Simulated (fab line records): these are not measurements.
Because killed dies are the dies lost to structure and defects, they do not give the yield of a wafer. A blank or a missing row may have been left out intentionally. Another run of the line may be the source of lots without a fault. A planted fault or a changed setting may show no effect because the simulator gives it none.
Split-lot study + flow n5-finfet + 39 wafers read across 7 lots, on a route 1938 steps long

SPLIT DETAILS
At N5_PASSIVATION_ETCH_15 (etches SiCN in CF4/N2, target depth 75 nm, time 81.2 s), the setting target-depth-a was moved away from the recipe's 750 angstrom on 15 of the 39 wafers read, by -30.5% to +39.9%. This setting was run at the recipe's value on the other wafers.

Reading taken at the split's own step.

THE READING
etch.depth-nm (the simulator's own value, which no gauge read), in nm, at N5_PASSIVATION_ETCH_15 (etches SiCN in CF4/N2, target depth 75 nm, time 81.2 s). There is no usual value for it anywhere in the file. Average 64.74 nm, standard deviation 1.5 nm, over the 24 wafers here run with the recipe.

| wafer  | tool, chamber at the split | target-depth-a as run, angstrom | against the recipe | etch.depth-nm, nm | against lot-mates on the recipe |
|--------|----------------------------|---------------------------------|--------------------|-------------------|---------------------------------|
| L074.1 | rie-diel-03, 1             | 1049                            | +39.9%             | 94.27             | +30.21                          |
| L074.2 | rie-diel-03, 2             | 750                             | recipe             | 65.07             | -                               |
| L074.3 | rie-diel-03, 3             | 750                             | recipe             | 62.14             | -                               |
| L074.4 | rie-diel-03, 0             | 750                             | recipe             | 64.98             | -                               |
| L074.5 | rie-diel-03, 1             | 1049                            | +39.9%             | 93.7              | +29.64                          |
| L074.6 | rie-diel-03, 2             | 1049                            | +39.9%             | 91.7              | +27.64                          |
| L079.1 | rie-diel-05, 0             | 750                             | recipe             | 63.87             | -                               |
| L079.2 | rie-diel-05, 2             | 941.7                           | +25.6%             | 82.15             | +18.07                          |
| L079.3 | rie-diel-05, 3             | 941.7                           | +25.6%             | 79.95             | +15.87                          |
| L079.4 | rie-diel-05, 1             | 750                             | recipe             | 65.03             | -                               |
| L079.5 | rie-diel-05, 3             | 941.7                           | +25.6%             | 80.05             | +15.97                          |
| L079.6 | rie-diel-05, 0             | 750                             | recipe             | 63.34             | -                               |
| L080.1 | rie-diel-06, 1             | 750                             | recipe             | 65.43             | -                               |
| L080.2 | rie-diel-06, 3             | 1029                            | +37.2%             | 84.8              | +20.05                          |
| L080.3 | rie-diel-06, 2             | 750                             | recipe             | 63.92             | -                               |
| L080.4 | rie-diel-06, 0             | 750                             | recipe             | 64.9              | -                               |
| L080.5 | rie-diel-06, 3             | 1029                            | +37.2%             | 84.83             | +20.08                          |
| L080.6 | rie-diel-06, 0             | 1029                            | +37.2%             | 88.55             | +23.80                          |
| L089.1 | rie-diel-05, 1             | 521.6                           | -30.5%             | 45.03             | -18.95                          |
| L089.2 | rie-diel-05, 0             | 750                             | recipe             | 65.62             | -                               |
| L089.3 | rie-diel-05, 2             | 521.6                           | -30.5%             | 45.48             | -18.50                          |
| L089.4 | rie-diel-05, 3             | 750                             | recipe             | 63.24             | -                               |
| L089.5 | rie-diel-05, 3             | 750                             | recipe             | 63.09             | -                               |
| L089.6 | rie-diel-05, 2             | 521.6                           | -30.5%             | 45.67             | -18.31                          |
| L093.1 | rie-diel-05, 2             | 560                             | -25.3%             | 48.91             | -16.37                          |
| L093.2 | rie-diel-05, 3             | 750                             | recipe             | 63.99             | -                               |
| L093.3 | rie-diel-05, 1             | 560                             | -25.3%             | 48.63             | -16.65                          |
| L093.4 | rie-diel-05, 0             | 750                             | recipe             | 65.65             | -                               |
| L093.5 | rie-diel-05, 0             | 750                             | recipe             | 66.2              | -                               |
| L093.6 | rie-diel-05, 1             | 560                             | -25.3%             | 48.44             | -16.84                          |
| L096.1 | rie-diel-03, 2             | 750                             | recipe             | 66.65             | -                               |
| L096.2 | rie-diel-03, 3             | 750                             | recipe             | 62.69             | -                               |
| L096.3 | rie-diel-03, 1             | 750                             | recipe             | 68.2              | -                               |
| L096.4 | rie-diel-03, 0             | 750                             | recipe             | 65.48             | -                               |
| L096.5 | rie-diel-03, 2             | 750                             | recipe             | 67.2              | -                               |
| L096.6 | rie-diel-03, 3             | 750                             | recipe             | 63.01             | -                               |
| L097.1 | rie-diel-05, 3             | 750                             | recipe             | 63.71             | -                               |
| L097.5 | rie-diel-05, 1             | 750                             | recipe             | 64.81             | -                               |
| L097.6 | rie-diel-05, 2             | 750                             | recipe             | 65.64             | -                               |

THE FIT
A straight line over all 39 wafers: etch.depth-nm changes by +0.641 nm for each +1% of target-depth-a; r = +0.99; the points scatter about the line by 1.8 nm.
The same after taking each lot's own level away (the mean of its wafers on the recipe; 39 wafers): +0.647 nm for each +1%; r = +0.99; scatter 1.8 nm.
According to that fit, moving target-depth-a by its largest amount changes the reading by 26 nm.
The lots' own levels span 63.983 to 65.538 nm, that is 1.1 times the standard deviation above.
Hence the lot-to-lot level has little effect on the slope; both slopes agree.
Check: +25.4 nm against its lot-mates is what the line predicts for one of the wafers moved furthest among these (+39.9%) when that wafer is left out of the fit. It came out at +30.2 nm against them.

THE WHOLE CHAIN: every reading that the file lists as answering this split, in the file's order
| step                    | what it does                                           | reading                                                        | change (the file's fit)                                                           | r (the file's) |
|-------------------------|--------------------------------------------------------|----------------------------------------------------------------|-----------------------------------------------------------------------------------|----------------|
| N5_PASSIVATION_ETCH_15  | etches SiCN in CF4/N2, target depth 75 nm, time 81.2 s | etch.depth-nm (the simulator's own value, which no gauge read) | +0.648 nm for each +1% of the setting                                             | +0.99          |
| N5_PASSIVATION_PROBE_49 |                                                        | killed-at-other                                                | not straight: 1089.7 at the lowest setting, 4.5 at the recipe, 3.7 at the highest | not given      |

THE FILE'S OWN FIT
etch.depth-nm changes by +0.648 nm for each +1% of target-depth-a, r = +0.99.
